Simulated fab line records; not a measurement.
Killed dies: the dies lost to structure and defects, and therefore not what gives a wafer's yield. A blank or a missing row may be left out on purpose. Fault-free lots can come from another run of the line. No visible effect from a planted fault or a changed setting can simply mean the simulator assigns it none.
Chamber matching	flow n5-finfet	pecvd-01 running N5_BEOL_M8_ILD_DEP_00: 3 sister chambers
The step deposits SiCOH lowk from DEMS/porogen, target thk 179.75 nm, time 33.4 s. 18 wafers are shown with their chamber, then 9 later ones without.

== WAFERS WITH THEIR CHAMBER ==
wafer	chamber	throttle-valve-pct (%)	heater-power-w (W)	showerhead-plenum-p-Torr (Torr)
L076.4	1	15.2	234	5.745
L076.5	0	13.7	272	5.731
L076.6	2	13.3	324	5.716
L080.3	2	13.7	383	5.703
L080.4	0	14.1	283	5.736
L080.5	0	14.4	280	5.725
L083.3	0	14.0	313	5.716
L083.4	1	15.1	211	5.737
L083.5	0	13.8	318	5.727
L082.2	2	13.6	339	5.694
L082.3	0	14.1	274	5.727
L082.6	1	15.4	224	5.743
L084.1	2	13.6	380	5.696
L084.4	0	14.1	328	5.741
L084.6	1	15.2	210	5.742
L085.1	2	13.7	342	5.701
L085.4	1	15.1	240	5.740
L085.6	0	13.9	320	5.719

SIGNATURES (means of the wafers above)
reading	chamber 0	chamber 1	chamber 2	scatter within a chamber
throttle-valve-pct	14.012	15.200	13.580	0.182
heater-power-w	298.50	223.80	353.60	22.1
showerhead-plenum-p-Torr	5.72775	5.74140	5.70200	0.00736
Rule: for a wafer and a chamber, the distance is found by dividing, reading by reading, the gap between the wafer's reading and the chamber's mean by the reading's scatter, squaring, summing and taking the root. The wafer belongs to the nearest chamber; if the next one is less than 2 further off, it can't be placed. The scatter is the square root of a quotient: the sum, over the shown wafers, of each reading's squared deviation from its chamber's mean, divided by wafers minus chambers.

== WAFERS WITHOUT THEIR CHAMBER ==
wafer	throttle-valve-pct (%)	heater-power-w (W)	showerhead-plenum-p-Torr (Torr)
L089.2	13.9	365	5.705
L089.3	14.2	328	5.720
L089.6	13.7	250	5.724
L093.1	14.0	309	5.732
L093.5	13.9	320	5.717
L093.6	13.4	349	5.702
L094.2	13.9	349	5.709
L094.3	14.0	323	5.741
L094.5	13.5	348	5.706

== CHAMBER TAKEN BY EACH ==
wafer	from the rows above	in truth
L089.2	2	2
L089.3	0	0
L089.6	0	0
L093.1	0	0
L093.5	can't be placed: 0 or 2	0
L093.6	2	2
L094.2	can't be placed: 2 or 0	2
L094.3	0	0
L094.5	2	2
Correctly placed: 7 of 9. From these rows, 2 cannot be placed; in 2 the true chamber is one of the candidates. Placed wrongly: 0.
